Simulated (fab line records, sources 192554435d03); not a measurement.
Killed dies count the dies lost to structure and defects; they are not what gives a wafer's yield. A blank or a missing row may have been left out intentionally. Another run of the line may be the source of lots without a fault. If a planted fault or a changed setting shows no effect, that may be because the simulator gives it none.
Lot-split experiment    flow n5Finfet    21 wafers read from 7 lots, route of 1938 steps

ON THE SPLIT
At N5_SDB_CUT_ETCH_26 (etches Si in HBr/Cl2/O2, target depth 129.6 nm, bt time 20 s, time 51.8 s), the setting icpW was moved away from the recipe's 800 W on 7 of the 21 wafers read, by -12.1% to +16.1%. All remaining wafers had this setting at the recipe value.

The reading comes from the split's own step.

THE READING
etch.depthNm (the simulator's own value, which no gauge read), in nm, at N5_SDB_CUT_ETCH_26 (etches Si in HBr/Cl2/O2, target depth 129.6 nm, bt time 20 s, time 51.8 s). No usual value for it is given in the file. Here, 14 wafers ran the recipe; their average is 130.1 nm with a standard deviation of 0.84 nm.

wafer   tool, chamber at the split  icpW as run, W  against the recipe  etch.depthNm, nm  against lot-mates on the recipe
L074.3  rieSi-03, 2                 800             recipe              130.3             -
L074.5  rieSi-03, 3                 800             recipe              128.9             -
L074.6  rieSi-03, 2                 800             recipe              129.6             -
L075.2  rieSi-05, 0                 800             recipe              131.3             -
L075.4  rieSi-05, 2                 800             recipe              130.3             -
L075.6  rieSi-05, 2                 800             recipe              129.7             -
L077.2  rieSi-01, 0                 703.3           -12.1%              126.1             -4.5
L077.3  rieSi-01, 2                 800             recipe              130.6             -
L077.4  rieSi-01, 1                 703.3           -12.1%              125.2             -5.4
L079.1  rieSi-01, 3                 800             recipe              129.4             -
L079.2  rieSi-01, 0                 800             recipe              131.5             -
L079.6  rieSi-01, 1                 910             +13.7%              140.7             +10.2
L085.2  rieSi-03, 0                 800             recipe              130.3             -
L085.5  rieSi-03, 1                 800             recipe              130.3             -
L085.6  rieSi-03, 2                 800             recipe              130.4             -
L089.1  rieSi-03, 2                 707.8           -11.5%              121.8             -6.5
L089.3  rieSi-03, 1                 707.8           -11.5%              119.8             -8.5
L089.6  rieSi-03, 3                 800             recipe              128.3             -
L097.1  rieSi-03, 1                 928.7           +16.1%              138.7             +8.0
L097.2  rieSi-03, 3                 928.7           +16.1%              138.1             +7.4
L097.4  rieSi-03, 2                 800             recipe              130.7             -

FIT RESULTS
A straight line over all 21 wafers: etch.depthNm changes by +0.581 nm for each +1% of icpW; r = +0.95; the points scatter about the line by 1.6 nm.
The same after taking each lot's own level away (the mean of its wafers on the recipe; 21 wafers): +0.539 nm for each +1%; r = +0.97; scatter 1.2 nm.
That fit puts the effect of the largest move of icpW on the reading at 8.7 nm.
The span of the lots' own levels, 128.30 to 130.70 nm, comes to 2.9 times the standard deviation stated above.
So the lot-to-lot level changes the slope little: the two slopes agree.
Check: with one of the wafers moved furthest among these (+16.1%) left out of the fit, the line predicts +8.99 nm for it against its lot-mates. Against them it came out at +8 nm.

OTHER SPLITS APPLIED TO THESE WAFERS
Before the reading, these wafers also passed through other splits. Each is held against what the fit with the lots' levels taken away leaves over:
other split on the same wafers    wafers away from the commonest value  r with etch.depthNm (lot level and that fit taken away)
N5_FIN_CUT_EXPOSE_05 doseMj       8                                     -0.04
N5_DUMMY_GATE_COAT_34 spinRpm     8                                     +0.21
N5_DUMMY_GATE_COAT_28 spinRpm     3                                     -0.03
N5_SD_EPI_N_ETCH_35 sourceW       10                                    -0.17
N5_SD_EPI_N_ETCH_45 targetDepthA  5                                     -0.45

THE WHOLE CHAIN: every reading that the file lists as answering this split, in the file's order
step                what it does                                                               reading                                                              change (the file's fit)                r (the file's)
N5_SDB_CUT_ETCH_26  etches Si in HBr/Cl2/O2, target depth 129.6 nm, bt time 20 s, time 51.8 s  SDB.featureDepthNm (the simulator's own value, which no gauge read)  +0.563 nm for each +1% of the setting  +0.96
N5_SDB_CUT_ETCH_26  etches Si in HBr/Cl2/O2, target depth 129.6 nm, bt time 20 s, time 51.8 s  etch.depthNm (the simulator's own value, which no gauge read)        +0.565 nm for each +1% of the setting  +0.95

THE FILE'S OWN FIT
etch.depthNm changes by +0.565 nm for each +1% of icpW, r = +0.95.
